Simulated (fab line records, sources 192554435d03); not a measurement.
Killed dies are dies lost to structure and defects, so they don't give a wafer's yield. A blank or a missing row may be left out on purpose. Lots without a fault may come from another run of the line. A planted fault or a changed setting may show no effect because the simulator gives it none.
fab line records | flow n5_finfet | part 2 of 2: steps 21 to 31 of 31
record lots=5 wafers=15 last_day=16
route steps=1938 shown BEOL_M1@754
lots that met no fault: from a run of the same line without faults
start_h: hours from the record's first day to the start of the lot's first wafer shown | wait_h: hours since the lot's step before | " the same as in the row above | L1.1+2: a row that stands for several wafers | - no value, or no start given | * or withheld: withheld | < > ~ a bound
route shown NAME@n: a module of which the file shows steps, and the number in the route of the first | usual: mean/standard deviation of fault-free wafers | same: alike in all rows | chamber/n: place in a boat | sites: the reading at each site | _std_site: their standard deviation | _edge_site: outer sites' mean less inner sites' | radius_mm: how far each site lies from the wafer's centre | mask NAME#n: copy n | behind: the tool/chamber that last shaped the wafer | hold: why the lot was held/for how many hours/how that ended | device: the transistor (n, p or np) that didn't switch | end of line: the same wafers' tests at the end of the route | a step without rows: its recipe alone | killed: dies lost to structure and defects at the first sort, not the wafer's yield | map: a wafer's dies, x killed, . not, _ none there
set.NAME: the setting as run; set.NAME@STEP: as run at that earlier step | model.NAME: the simulator's own value behind a step, which no gauge read
lots at some steps of the route; a table a step, a row a wafer
services: from which hour (start_h, from the record's first day; less than 0 if before it) a tool's chamber was out of use, for how many hours, and why
## steps
# step N5_BEOL_M1_HM_OPEN_17
# recipe chemistry=Cl2/BCl3 target_depth_a=200 overetch_a=60 target=TiN mask_material=SOC ion_energy_ev=150 pressure_mtorr=10 icp_w=1000 bias_w=126 Cl2_flow_sccm=53.25 bcl3_flow_sccm=21.75 Ar_flow_sccm=25
# usual drypump_motor_current_A=5.4/0.37 oes_product_au=0.66/0.068 throttle_valve_pct=22.3/0.36
# columns lot.wafer tool chamber start_h wait_h drypump_motor_current_A oes_product_au rf_hours_counter_h throttle_valve_pct
L083.1 rie_metal-03 0 176.09 0.0 4.9 0.57 91 22.7
L083.4 " 0 " " 4.9 0.57 - 22.7
L083.5 " 0 " " 4.9 0.57 - 22.7
L086.1 rie_metal-02 0 202.07 0.0 5.5 0.64 44 21.6
L086.2 " 1 " " 5.3 0.71 23 22.0
L086.3 " 1 " " 5.3 0.71 - 22.0
L088.2 rie_metal-03 1 211.98 0.0 5.6 0.75 15 22.3
L088.3 " 1 " " 5.6 0.75 - 22.3
L088.5 " 0 " " 4.9 0.56 - 22.8
L093.1 rie_metal-03 0 234.56 0.0 4.9 0.56 96 22.7
L093.3 " 1 " " 5.6 0.75 - 22.4
L093.5 " 1 " " 5.6 0.74 - 22.3
L094.2 rie_metal-03 0 238.87 0.0 4.9 0.56 96 22.8
L094.3 " 1 " " 5.6 0.74 - 22.4
L094.4 " 0 " " 4.9 0.56 - 22.7
# step N5_BEOL_M1_STRIP_19
# recipe chemistry=O2 power_w=400 temp_c=40 pressure_mtorr=30 rf_frequency_hz=6e+07 bias_power_w=0 overash_fraction=0.2 o2_flow_sccm=225
# usual drypump_motor_current_A=5.9/0.42 oes_product_au=0.82/0.09 rf_vpp_V=3.6/0.49 showerhead_plenum_p_Torr=2.12/0.081 throttle_valve_pct=16.61/0.23
# columns lot.wafer tool chamber start_h wait_h drypump_motor_current_A oes_product_au rf_hours_counter_h rf_vpp_V showerhead_plenum_p_Torr throttle_valve_pct
L083.1 rie_diel-03 0 176.20 0.1 6.7 0.90 20 4.1 2.05 16.51
L083.4 " 1 " " 5.9 0.74 163 3.1 2.18 16.89
L083.5 " 0 " " 6.6 0.89 - 4.0 2.05 16.51
L086.1 rie_diel-03 0 202.18 0.1 6.7 0.87 30 3.6 2.05 16.52
L086.2 " 2 " " 5.3 0.75 155 3.4 2.01 16.78
L086.3 " 3 " " 5.3 0.98 2 3.0 2.06 16.58
L088.2 rie_diel-06 0 212.09 0.1 6.0 0.67 245 3.6 2.06 16.88
L088.3 " 1 " " 6.2 0.91 26 3.1 2.14 16.34
L088.5 " 2 " " 5.2 0.87 - 3.5 2.14 16.58
L093.1 rie_diel-03 1 234.72 0.1 5.9 0.72 184 3.4 2.18 16.93
L093.3 " 3 " " 5.4 0.93 10 4.1 2.05 16.60
L093.5 " 3 " " 5.3 0.93 - 2.8 2.05 16.58
L094.2 rie_diel-03 0 238.99 0.1 6.7 0.85 41 3.1 2.05 16.56
L094.3 " 2 " " 5.3 0.74 166 3.7 2.01 16.80
L094.4 " 1 " " 5.9 0.71 185 3.2 2.18 16.93
# step N5_BEOL_M1_CD_MEAS_18
# recipe pitch_nm=36 target_cd_nm=18
# usual cd_nm=18.03/0.3
# columns lot.wafer tool chamber start_h wait_h cd_nm
L083.1 cd_sem-01 - 176.27 0.0 18.31
L083.4 " - " " 17.53
L083.5 " - " " 17.81
L086.1 cd_sem-01 - 202.25 0.0 18.51
L086.2 " - " " 18.19
L086.3 " - " " 17.57
L088.2 cd_sem-03 - 212.16 0.1 18.80
L088.3 " - " " 18.52
L088.5 " - " " 18.20
L093.1 cd_sem-03 - 234.79 0.0 18.49
L093.3 " - " " 17.89
L093.5 " - " " 17.70
L094.2 cd_sem-03 - 239.06 0.1 18.01
L094.3 " - " " 17.96
L094.4 " - " " 17.72
# step N5_BEOL_M1_COAT_67
# recipe resist=SOC temp_c=250 time_s=60 spin_rpm=1500 resist_thk_nm=60
# usual exhaust_pa=45.2/0.87
# columns lot.wafer tool chamber start_h wait_h exhaust_pa
L083.1 litho_track-02 0 176.31 0.0 45.7
L083.4 " 0 " " 44.5
L083.5 " 0 " " 47.1
L086.1 litho_track-02 0 202.29 0.0 44.9
L086.2 " 0 " " 46.1
L086.3 " 0 " " 45.8
L088.2 litho_track-02 0 212.20 0.0 45.5
L088.3 " 0 " " 47.3
L088.5 " 0 " " 46.8
L093.1 litho_track-05 0 234.82 0.0 45.2
L093.3 " 0 " " 45.1
L093.5 " 0 " " 44.8
L094.2 litho_track-04 0 239.09 0.0 44.6
L094.3 " 0 " " 45.0
L094.4 " 0 " " 43.9
# step N5_BEOL_M1_COAT_68
# recipe resist=SiARC temp_c=220 time_s=60 spin_rpm=1500 resist_thk_nm=12
# usual exhaust_pa=45.0/0.94
# columns lot.wafer tool chamber start_h wait_h exhaust_pa
L083.1 litho_track-02 0 - - 45.2
L083.4 " 0 " " 44.9
L083.5 " 0 " " 46.0
L086.1 litho_track-02 0 - - 45.9
L086.2 " 0 " " 45.9
L086.3 " 0 " " 45.3
L088.2 litho_track-02 0 - - 45.9
L088.3 " 0 " " 46.3
L088.5 " 0 " " 46.7
L093.1 litho_track-05 0 - - 44.3
L093.3 " 0 " " 44.5
L093.5 " 0 " " 46.0
L094.2 litho_track-04 0 - - 44.9
L094.3 " 0 " " 44.0
L094.4 " 0 " " 44.3
# step N5_BEOL_M1_COAT_76
# recipe resist=underlayer temp_c=205 time_s=60 spin_rpm=1500 resist_thk_nm=5
# usual exhaust_pa=45.2/0.94
# columns lot.wafer tool chamber start_h wait_h exhaust_pa
L083.1 litho_track-02 0 - - 44.2
L083.4 " 0 " " 44.7
L083.5 " 0 " " 44.5
L086.1 litho_track-02 0 - - 44.2
L086.2 " 0 " " 45.7
L086.3 " 0 " " 45.7
L088.2 litho_track-02 0 - - 45.2
L088.3 " 0 " " 44.0
L088.5 " 0 " " 44.8
L093.1 litho_track-05 0 - - 44.8
L093.3 " 0 " " 45.5
L093.5 " 0 " " 45.9
L094.2 litho_track-04 0 - - 46.0
L094.3 " 0 " " 44.8
L094.4 " 0 " " 45.3
# step N5_BEOL_M1_COAT_22
# recipe resist=CAR-EUV spin_rpm=1500 resist_thk_nm=30
# usual exhaust_pa=44.9/0.8
# columns lot.wafer tool chamber start_h wait_h exhaust_pa
L083.1 litho_track-02 0 - - 44.5
L083.4 " 0 " " 44.5
L083.5 " 0 " " 45.5
L086.1 litho_track-02 0 - - 44.7
L086.2 " 0 " " 44.7
L086.3 " 0 " " 44.6
L088.2 litho_track-02 0 - - 46.0
L088.3 " 0 " " 44.9
L088.5 " 0 " " 44.2
L093.1 litho_track-05 0 - - 44.3
L093.3 " 0 " " 44.9
L093.5 " 0 " " 44.4
L094.2 litho_track-04 0 - - 45.1
L094.3 " 0 " " 44.7
L094.4 " 0 " " 45.1
# step N5_BEOL_M1_EBR_24
# recipe solvent=PGMEA ebr_width_mm=1.5
# usual exhaust_pa=45.0/1
# same ebr_width_mm=1.5
# columns lot.wafer tool chamber start_h wait_h exhaust_pa
L083.1 litho_track-02 0 - - 46.1
L083.4 " 0 " " 45.1
L083.5 " 0 " " 44.2
L086.1 litho_track-02 0 - - 46.7
L086.2 " 0 " " 44.9
L086.3 " 0 " " 44.5
L088.2 litho_track-02 0 - - 43.8
L088.3 " 0 " " 44.5
L088.5 " 0 " " 43.4
L093.1 litho_track-05 0 - - 45.5
L093.3 " 0 " " 44.9
L093.5 " 0 " " 43.8
L094.2 litho_track-04 0 - - 46.1
L094.3 " 0 " " 44.1
L094.4 " 0 " " 45.7
# step N5_BEOL_M1_SOFTBAKE_23
# recipe temp_c=110 time_s=60 resist=CAR-EUV
# usual exhaust_pa=45.0/0.91
# columns lot.wafer tool chamber start_h wait_h exhaust_pa
L083.1 litho_track-02 0 - - 45.1
L083.4 " 0 " " 46.2
L083.5 " 0 " " 45.5
L086.1 litho_track-02 0 - - 43.7
L086.2 " 0 " " 45.2
L086.3 " 0 " " 44.8
L088.2 litho_track-02 0 - - 46.7
L088.3 " 0 " " 45.4
L088.5 " 0 " " 44.5
L093.1 litho_track-05 0 - - 45.8
L093.3 " 0 " " 45.1
L093.5 " 0 " " 44.8
L094.2 litho_track-04 0 - - 43.4
L094.3 " 0 " " 43.3
L094.4 " 0 " " 45.0
# step N5_BEOL_M1_EXPOSE_25
# recipe mask_id=V0 na=0.33 source_shape=quasar sigma_inner=0.2 sigma_outer=0.8 polarization=unpolarized defocus_nm=5 target_cd_nm=24 dose_mj=63
# columns lot.wafer tool chamber start_h wait_h mask
L083.1+4+5 euv_scanner-01 0 176.44 - V0#0
L086.1+2+3 euv_scanner-02 0 202.57 - V0#0
L088.2+3+5 euv_scanner-01 0 212.47 - V0#0
L093.1+3+5 euv_scanner-01 0 235.11 - V0#0
L094.2+3+4 euv_scanner-01 0 239.24 - V0#0
# step N5_BEOL_M1_PEB_26
# recipe peb_temp_c=100 peb_time_s=60 resist=CAR-EUV
# usual exhaust_pa=45.2/0.8
# same peb_time_s=60
# columns lot.wafer tool chamber start_h wait_h exhaust_pa
L083.1 litho_track-05 0 176.52 0.1 44.8
L083.4 " 0 " " 44.5
L083.5 " 0 " " 44.7
L086.1 litho_track-05 0 202.65 0.1 45.3
L086.2 " 0 " " 46.0
L086.3 " 0 " " 45.6
L088.2 litho_track-02 0 212.54 0.1 45.1
L088.3 " 0 " " 45.5
L088.5 " 0 " " 45.4
L093.1 litho_track-02 0 235.19 0.1 45.7
L093.3 " 0 " " 46.6
L093.5 " 0 " " 44.8
L094.2 litho_track-02 0 239.31 0.1 43.2
L094.3 " 0 " " 44.7
L094.4 " 0 " " 44.5
## services
# columns tool chamber start_h hours kind
rie_diel-02 3 153.75 1.5 repair
rie_diel-03 3 164.52 1.7 repair
rie_metal-03 - 166.18 2.2 repair
rie_diel-06 - 179.18 14.6 pm
rie_diel-03 3 179.37 - clean
rie_diel-03 3 179.37 - consumable_replace:focus_ring
rie_diel-03 3 179.37 16.3 scheduled_down
rie_diel-03 3 179.37 16.3 vent_cycle
euv_scanner-02 - 186.28 1.0 pm
euv_scanner-01 - 189.81 1.0 pm
rie_diel-02 0 201.01 9.1 repair
euv_scanner-02 - 206.29 1.0 repair
rie_diel-02 2 223.76 6.1 repair
rie_diel-06 0 229.98 - clean
rie_diel-06 0 229.98 - consumable_replace:focus_ring
rie_diel-06 0 229.98 14.3 scheduled_down
rie_diel-06 0 229.98 14.3 vent_cycle
rie_diel-02 2 237.18 4.4 repair
euv_scanner-01 0 238.85 - calibration
